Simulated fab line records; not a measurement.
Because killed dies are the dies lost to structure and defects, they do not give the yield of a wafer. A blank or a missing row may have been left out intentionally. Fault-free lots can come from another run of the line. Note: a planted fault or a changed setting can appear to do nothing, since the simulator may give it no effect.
Matching of chambers	flow nand-harc	NHARC_P_M2_PRE_CLEAN_32 on pecvd-03: 3 sister chambers
The step time 12 s. 24 wafers are shown with their chamber, then 12 later ones without.

== WAFERS, EACH WITH ITS CHAMBER ==
wafer	chamber	heater-power-w (W)
L074.2	2	638
L074.3	1	564
L074.4	1	559
L078.2	1	574
L078.4	1	555
L078.5	2	706
L081.4	2	654
L081.5	0	551
L081.6	1	570
L082.1	1	578
L082.4	0	575
L082.5	2	678
L083.1	0	619
L083.2	1	527
L083.6	2	622
L087.1	2	641
L087.2	0	524
L087.3	1	502
L089.1	0	594
L089.2	2	705
L089.3	1	510
L089.4	1	520
L089.5	2	688
L089.6	0	599

SIGNATURES (means of the wafers above)
reading	chamber 0	chamber 1	chamber 2	scatter within a chamber
heater-power-w	577.00	545.90	666.50	31.2
Rule: a wafer's distance from a chamber is the root of the sum, over the readings, of the square of ((its reading less the chamber's mean) divided by the reading's scatter). The wafer belongs to the nearest chamber; if the next one is less than 2 further off, it can't be placed. The scatter: take each reading less its chamber's mean, square it, sum over the shown wafers, divide by the number of wafers less the number of chambers, and take the root.

== WAFERS WITH NO CHAMBER GIVEN ==
wafer	heater-power-w (W)
L092.1	701
L092.2	506
L092.4	703
L092.3	583
L092.5	585
L092.6	502
L094.1	545
L094.4	624
L094.5	715
L097.1	537
L097.5	624
L097.6	633

== WHICH CHAMBER EACH ONE RAN IN ==
wafer	from the rows above	in truth
L092.1	2	2
L092.2	can't be placed: 1 or 0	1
L092.4	2	2
L092.3	can't be placed: 0 or 1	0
L092.5	can't be placed: 0 or 1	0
L092.6	can't be placed: 1 or 0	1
L094.1	can't be placed: 1 or 0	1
L094.4	can't be placed: 2 or 0 or 1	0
L094.5	2	2
L097.1	can't be placed: 1 or 0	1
L097.5	can't be placed: 2 or 0 or 1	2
L097.6	can't be placed: 2 or 0 or 1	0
Correct placement for 3 of the 12. Not placeable from these rows: 9 (in 9, the candidates include the true chamber). 0 placed wrongly.
